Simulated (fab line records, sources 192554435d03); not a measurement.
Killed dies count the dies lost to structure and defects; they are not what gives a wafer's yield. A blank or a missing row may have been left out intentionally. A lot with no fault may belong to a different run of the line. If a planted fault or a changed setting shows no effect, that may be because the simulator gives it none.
Matching of chambers :: flow n5-finfet :: N5_BEOL_M2_ETCH_70 on rie-diel-04 has 4 sister chambers
The step etches SOC in N2/H2, target depth 80 nm, overetch 24 nm, time 130 s. 7 wafers are shown with their chamber, then 7 later ones without.

## WAFERS PAIRED WITH THEIR CHAMBERS
wafer: L074.5
chamber: 0
drypump-motor-current-A (A): 5.8
showerhead-plenum-p-Torr (Torr): 2.50

wafer: L081.6
chamber: 3
drypump-motor-current-A (A): 5.4
showerhead-plenum-p-Torr (Torr): 2.69

wafer: L083.3
chamber: 1
drypump-motor-current-A (A): 6.7
showerhead-plenum-p-Torr (Torr): 2.64

wafer: L083.4
chamber: 0
drypump-motor-current-A (A): 5.8
showerhead-plenum-p-Torr (Torr): 2.50

wafer: L083.5
chamber: 1
drypump-motor-current-A (A): 6.6
showerhead-plenum-p-Torr (Torr): 2.64

wafer: L090.3
chamber: 3
drypump-motor-current-A (A): 5.4
showerhead-plenum-p-Torr (Torr): 2.68

wafer: L090.5
chamber: 2
drypump-motor-current-A (A): 5.7
showerhead-plenum-p-Torr (Torr): 2.56

## WAFERS WHOSE CHAMBER IS MISSING
wafer: L090.6
drypump-motor-current-A (A): 5.4
showerhead-plenum-p-Torr (Torr): 2.69

wafer: L093.2
drypump-motor-current-A (A): 6.6
showerhead-plenum-p-Torr (Torr): 2.63

wafer: L093.3
drypump-motor-current-A (A): 5.4
showerhead-plenum-p-Torr (Torr): 2.68

wafer: L093.4
drypump-motor-current-A (A): 5.7
showerhead-plenum-p-Torr (Torr): 2.56

wafer: L095.1
drypump-motor-current-A (A): 5.8
showerhead-plenum-p-Torr (Torr): 2.48

wafer: L095.4
drypump-motor-current-A (A): 6.7
showerhead-plenum-p-Torr (Torr): 2.63

wafer: L095.5
drypump-motor-current-A (A): 5.4
showerhead-plenum-p-Torr (Torr): 2.68

## WHICH CHAMBER EACH WENT THROUGH
wafer: L090.6
from the rows above: 3
in truth: 3

wafer: L093.2
from the rows above: 1
in truth: 1

wafer: L093.3
from the rows above: 3
in truth: 3

wafer: L093.4
from the rows above: 2
in truth: 2

wafer: L095.1
from the rows above: 0
in truth: 0

wafer: L095.4
from the rows above: 1
in truth: 1

wafer: L095.5
from the rows above: 3
in truth: 3
Placed correctly: 7 of 7. Left unplaced by these rows: 0. Number placed wrongly: 0.
How it was worked out, from the rows above alone: a wafer's distance from a chamber is the root of the sum, over the readings, of the square of ((its reading less the chamber's mean) divided by the reading's scatter). If the next closest chamber is less than 2 further off than the closest, the wafer can't be placed; otherwise it belongs to the closest. Each chamber's mean is taken over the wafers shown for it. How the scatter is found: for the shown wafers, subtract from each reading the mean of its chamber, square and add these, divide the total by (wafers less chambers), then take the root.
